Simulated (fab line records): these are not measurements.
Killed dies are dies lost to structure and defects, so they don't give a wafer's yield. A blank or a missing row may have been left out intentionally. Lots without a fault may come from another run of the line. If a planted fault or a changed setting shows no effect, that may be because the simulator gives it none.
Chamber matching :: flow nand_harc :: rie_diel-04 running NHARC_A_STAIRCASE_TRIM_22: 4 sister chambers
The step chemistry O2, time 211.2 s. 14 wafers are shown with their chamber, then 7 later ones without.

WAFERS, EACH WITH ITS CHAMBER
wafer: L136.1
chamber: 2
drypump_motor_current_A (A): 5.7
showerhead_plenum_p_Torr (Torr): 3.61
rf_vpp_V (V): 58.5

wafer: L136.2
chamber: 1
drypump_motor_current_A (A): 5.2
showerhead_plenum_p_Torr (Torr): 3.37
rf_vpp_V (V): 57.6

wafer: L136.6
chamber: 1
drypump_motor_current_A (A): 5.2
showerhead_plenum_p_Torr (Torr): 3.37
rf_vpp_V (V): 57.9

wafer: L138.2
chamber: 3
drypump_motor_current_A (A): 6.3
showerhead_plenum_p_Torr (Torr): 3.28
rf_vpp_V (V): 57.5

wafer: L138.3
chamber: 2
drypump_motor_current_A (A): 5.7
showerhead_plenum_p_Torr (Torr): 3.61
rf_vpp_V (V): 57.0

wafer: L138.5
chamber: 3
drypump_motor_current_A (A): 6.3
showerhead_plenum_p_Torr (Torr): 3.28
rf_vpp_V (V): 57.3

wafer: L139.2
chamber: 2
drypump_motor_current_A (A): 5.7
showerhead_plenum_p_Torr (Torr): 3.61
rf_vpp_V (V): 58.2

wafer: L139.4
chamber: 3
drypump_motor_current_A (A): 6.2
showerhead_plenum_p_Torr (Torr): 3.28
rf_vpp_V (V): 56.9

wafer: L139.5
chamber: 1
drypump_motor_current_A (A): 5.1
showerhead_plenum_p_Torr (Torr): 3.37
rf_vpp_V (V): 58.2

wafer: L140.5
chamber: 2
drypump_motor_current_A (A): 5.7
showerhead_plenum_p_Torr (Torr): 3.61
rf_vpp_V (V): 58.7

wafer: L145.3
chamber: 1
drypump_motor_current_A (A): 5.2
showerhead_plenum_p_Torr (Torr): 3.36
rf_vpp_V (V): 57.9

wafer: L145.5
chamber: 0
drypump_motor_current_A (A): 5.7
showerhead_plenum_p_Torr (Torr): 3.44
rf_vpp_V (V): 59.1

wafer: L157.2
chamber: 3
drypump_motor_current_A (A): 6.2
showerhead_plenum_p_Torr (Torr): 3.80
rf_vpp_V (V): 58.7

wafer: L157.5
chamber: 2
drypump_motor_current_A (A): 5.7
showerhead_plenum_p_Torr (Torr): 3.59
rf_vpp_V (V): 57.5

SIGNATURES, as means of the wafers listed above
reading: drypump_motor_current_A
chamber 0: 5.700
chamber 1: 5.175
chamber 2: 5.700
chamber 3: 6.250
scatter within a chamber: 0.0418

reading: showerhead_plenum_p_Torr
chamber 0: 3.4400
chamber 1: 3.3675
chamber 2: 3.6060
chamber 3: 3.4100
scatter within a chamber: 0.143

reading: rf_vpp_V
chamber 0: 59.100
chamber 1: 57.900
chamber 2: 57.980
chamber 3: 57.600
scatter within a chamber: 0.633
Rule: for each reading, subtract the chamber's mean from the wafer's reading, divide by that reading's scatter and square the result; add these up over the readings and take the root, which gives the wafer's distance from the chamber. If the next closest chamber is less than 2 further off than the closest, the wafer can't be placed; otherwise it belongs to the closest. The scatter: take each reading less its chamber's mean, square it, sum over the shown wafers, divide by the number of wafers less the number of chambers, and take the root.

WAFERS MISSING THEIR CHAMBER
wafer: L157.6
drypump_motor_current_A (A): 6.2
showerhead_plenum_p_Torr (Torr): 3.80
rf_vpp_V (V): 58.4

wafer: L155.2
drypump_motor_current_A (A): 6.3
showerhead_plenum_p_Torr (Torr): 3.79
rf_vpp_V (V): 57.6

wafer: L155.4
drypump_motor_current_A (A): 5.7
showerhead_plenum_p_Torr (Torr): 3.43
rf_vpp_V (V): 56.5

wafer: L155.5
drypump_motor_current_A (A): 5.7
showerhead_plenum_p_Torr (Torr): 3.43
rf_vpp_V (V): 57.8

wafer: L159.1
drypump_motor_current_A (A): 5.7
showerhead_plenum_p_Torr (Torr): 3.59
rf_vpp_V (V): 58.6

wafer: L159.2
drypump_motor_current_A (A): 5.7
showerhead_plenum_p_Torr (Torr): 3.43
rf_vpp_V (V): 57.5

wafer: L159.5
drypump_motor_current_A (A): 5.7
showerhead_plenum_p_Torr (Torr): 3.59
rf_vpp_V (V): 57.0

THE CHAMBER EACH PASSED THROUGH
wafer: L157.6
from the rows above: 3
in truth: 3

wafer: L155.2
from the rows above: 3
in truth: 3

wafer: L155.4
from the rows above: can't be placed: 2 or 0
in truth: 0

wafer: L155.5
from the rows above: can't be placed: 2 or 0
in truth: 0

wafer: L159.1
from the rows above: can't be placed: 2 or 0
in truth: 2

wafer: L159.2
from the rows above: can't be placed: 2 or 0
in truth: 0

wafer: L159.5
from the rows above: can't be placed: 2 or 0
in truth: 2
Correctly placed: 2 of 7. From these rows, 5 cannot be placed; in 5 the true chamber is one of the candidates. Number placed wrongly: 0.
